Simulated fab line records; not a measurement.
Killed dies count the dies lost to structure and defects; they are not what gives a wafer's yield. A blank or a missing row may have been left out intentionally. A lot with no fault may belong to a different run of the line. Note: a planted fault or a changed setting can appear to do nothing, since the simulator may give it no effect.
Which of the tools did it? -- flow n5_finfet -- at 1 step of a route of 1938, 10 lots with 30 wafers sampled

== WHAT EACH GAUGE READ, for each wafer ==
N5_BEOL_M10_INSPECT_30: inspects for defects (brightfield). Usual: 416 for raw_defect_count, sd 83.
lot,measured,on,raw_defect_count,flag
L615,day 11 14:02,defect_inspect-01,392 438 393,
L616,day 11 19:50,defect_inspect-02,345 421 364,
L619,day 12 11:44,defect_inspect-02,318 427 437,
L622,day 13 05:20,defect_inspect-02,386 424 264,
L623,day 13 10:52,defect_inspect-02,465 422 592,
L629,day 15 05:24,defect_inspect-02,457 457 482,
L633,day 15 08:47,defect_inspect-01,389 475 385,
L631,day 15 18:40,defect_inspect-02,410 311 457,
L636,day 16 18:07,defect_inspect-02,410 505 402,
L638,day 17 18:27,defect_inspect-02,347 469 291,

== WHICH TOOL RAN EACH LOT (tool, then ch and the chambers of the sampled wafers, then the start) ==
Record: no process step prior to these readings.

== WHAT THE TOOLS THEMSELVES READ (means of the sampled wafers that have a number; where no wafer has one, the mark that the record gives instead) ==
The record holds no such reading with a usual standard deviation.

== THE ANSWER, worked out from the rows above alone ==
Rule: a lot counts as off when the mean over its wafers that have a number is more than 3 standard deviations away from the usual mean. Also off: a lot with no number at a reading for which 4 or more lots have one. Any other lot the step has rows for is counted as sound. The gauges are gone through in route order, then the tools' own readings, and for those a lot's mean is taken as printed above. The first step at which some lot is off is used, and at that step the reading that is off furthest; a lot without a number counts as furthest.
None of the lots is off at any reading shown; this tells nothing.

== WHAT WAS PUT IN BY THE SIMULATOR ==
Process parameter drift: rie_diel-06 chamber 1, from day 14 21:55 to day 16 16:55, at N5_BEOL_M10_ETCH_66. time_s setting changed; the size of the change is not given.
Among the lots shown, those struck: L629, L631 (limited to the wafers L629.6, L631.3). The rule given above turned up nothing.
